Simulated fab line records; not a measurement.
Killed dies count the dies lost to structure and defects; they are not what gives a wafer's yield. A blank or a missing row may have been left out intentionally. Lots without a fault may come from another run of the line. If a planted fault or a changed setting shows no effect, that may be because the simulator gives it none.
A lot that was struck, set against a sound lot :: flow n5Finfet :: 39 out of 1938 route steps
Sound: these wafers, L989.2, L989.4, L989.5. Struck: wafer L976.5 (left out: L976.3, L976.6 of the same lot, which were not struck); the cause appears at the end.
Order at every step that has rows: each side's tool, ch and its chambers, its first start. Under that, the readings that differ: sound wafers :: struck wafers :: difference of the means :: sigmas: that difference in standard deviations of wafers without a fault.
alike: readings with means less than 2 such deviations apart, plus words and numbers identical on both sides. not compared: withheld readings, readings lacking a value on some wafer, bounds such as >300 that could conceal the same value, and numbers that have no deviation in the record and whose values overlap.
A row with sigmas, a row that says differs or no value, or rows on one side alone: a step with any of these is where the two part. Non-overlapping numbers with no deviation appear without sigmas and do not part them. Lack of a reading on every wafer of one side parts them only where that side has two or more wafers.

first, 11 steps without rows for these wafers: N5_BEOL_M4_ANNEAL_91 (time 240 s); N5_BEOL_M4_SPUTTER_92 (material Cu, target thk 4.5 nm, time 8.29 s); N5_BEOL_M4_ANNEAL_93 (time 240 s); N5_BEOL_M4_SPUTTER_94 (material Cu, target thk 4.5 nm, time 8.29 s); N5_BEOL_M4_ANNEAL_95 (time 240 s); N5_BEOL_M4_SPUTTER_96 (material Cu, target thk 4.5 nm, time 8.29 s); N5_BEOL_M4_ECD_50 (material Cu, target thk 300 nm); N5_BEOL_M4_ANNEAL_51 (time 90 s); N5_BEOL_M4_CMP_52 (polishes, stops on SiOC, t overpolish 6.8 s, target thk 40 nm); N5_BEOL_M4_PRE_CLEAN_60 (time 15 s); N5_BEOL_M4_CO_CAP_55 (material Co, precursor CCTBA/H2, target thk 2 nm, time 102.1 s).
N5_BEOL_M4_PRE_CLEAN_56: time 15 s.
  sound on pecvd-04 ch 0,2, day 12 11:02; struck on pecvd-01 ch 0,2, day 9 14:49
then, 1 step without rows for these wafers: N5_BEOL_M4_DEP_57 (deposits SiCN from 3MS/NH3, target thk 8 nm, time 14 s).
N5_BEOL_M4_INSPECT_59: inspects for defects (darkfield).
  sound on defectInspect-02, day 12 11:12; struck on defectInspect-02, day 9 14:56
reading: rawDefectCount
sound: 56 69 57
struck: 1366
difference: +1305
sigmas: +65
N5_BEOL_M4_RC_MEAS_101:
  sound on prober-01 ch 0, day 12 11:23; struck on prober-02 ch 0, day 9 15:17
  alike: DIBL_N, DIBL_P, IOFF_N, IOFF_P, ION_N, ION_P, SS_N, SS_P, VT_N, VT_P
then, 13 steps without rows for these wafers: N5_BEOL_M5_ILD_DEP_00 (deposits SiCOH lowk from DEMS/porogen, target thk 140.64 nm, time 25.9 s); N5_BEOL_M5_CURE_79 (cures SiCOH lowk, time 240 s); N5_BEOL_M5_PECVD_70 (deposits SiO2 from TEOS/O2, target thk 16 nm, time 18 s); N5_BEOL_M5_HM_DEP_02 (deposits TiN, target thk 20 nm); N5_BEOL_M5_COAT_59 (time 60 s, resist thk 60 nm); N5_BEOL_M5_COAT_60 (time 60 s, resist thk 12 nm); N5_BEOL_M5_COAT_71 (time 60 s, resist thk 5 nm); N5_BEOL_M5_COAT_05 (resist thk 30 nm); N5_BEOL_M5_EBR_07; N5_BEOL_M5_SOFTBAKE_06 (time 60 s); N5_BEOL_M5_EXPOSE_08 (exposes mask M5, target cd 28 nm); N5_BEOL_M5_PEB_09 (peb time 60 s); N5_BEOL_M5_DEVELOP_10 (develop time 30 s).
N5_BEOL_M5_INSPECT_13: inspects for defects (brightfield).
  sound on defectInspect-02, day 12 14:33; struck on defectInspect-01, day 9 17:36
reading: rawDefectCount
sound: 302 328 253
struck: 1954
difference: +1660
sigmas: +15
then, 8 steps without rows for these wafers: N5_BEOL_M5_DESCUM_16 (chemistry O2, time 7 s); N5_BEOL_M5_ETCH_72 (etches underlayer in N2/H2, target depth 6.5 nm, time 5.2 s); N5_BEOL_M5_ETCH_61 (etches SiARC in CF4, target depth 15.6 nm, time 26 s); N5_BEOL_M5_ETCH_62 (etches SOC in N2/H2, target depth 75 nm, overetch 15 nm, time 112.5 s); N5_BEOL_M5_STRIP_63 (strips in N2/H2); N5_BEOL_M5_STRIP_73 (strips in N2/H2); N5_BEOL_M5_STRIP_64 (strips in CF4); N5_BEOL_M5_HM_OPEN_17 (chemistry Cl2/BCl3, target TiN, target depth 20 nm, overetch 6 nm).
N5_BEOL_M5_INSPECT_30: inspects for defects (brightfield).
  sound on defectInspect-02, day 12 15:34; struck on defectInspect-02, day 9 19:01
reading: rawDefectCount
sound: 306 304 281
struck: 1755
difference: +1458
sigmas: +12
-- a jump in the record: the struck wafers' starts before and after are 4 days apart (it breaks off in module BEOL_M5 and resumes in module PASSIVATION, where the first step shown is number 1936 of the route) --
N5_PASSIVATION_PROBE_49:
  sound on prober-01, day 16 19:44; struck on prober-01, day 14 04:43
reading: defectLimitedYield (%)
sound: 90.5 92.7 91.4
struck: 79.3
difference: -12.2
sigmas: -9

reading: killed_at_M0_to_M3
sound: 49 35 47
struck: 24
difference: -20
sigmas: -2

reading: killed_at_M4_up
sound: 14 8 13
struck: 159
difference: +147
sigmas: +28

reading: killedAtOther
sound: 2 1 1
struck: 13
difference: +12
sigmas: +4

reading: killedDies
sound: 112 86 101
struck: 244
difference: +144
sigmas: +8

reading: sort_bin_5_function (%)
sound: 5.6 5.3 4.8
struck: 12.9
difference: +7.7
sigmas: +8

reading: sortNPass
sound: 1068 1094 1079
struck: 936
difference: -144
sigmas: -8

reading: sortYieldPct (%)
sound: 90.5 92.7 91.4
struck: 79.3
difference: -12.2
sigmas: -9
  alike: killedAtContacts, killedAtFrontEnd, killedOnRim, killedOpen, killedShort, sort_bin_6_memory

== WHERE THEY PART ==
First at N5_BEOL_M4_INSPECT_59; last, within this record, at N5_PASSIVATION_PROBE_49.

WHY: whatever the simulator had introduced
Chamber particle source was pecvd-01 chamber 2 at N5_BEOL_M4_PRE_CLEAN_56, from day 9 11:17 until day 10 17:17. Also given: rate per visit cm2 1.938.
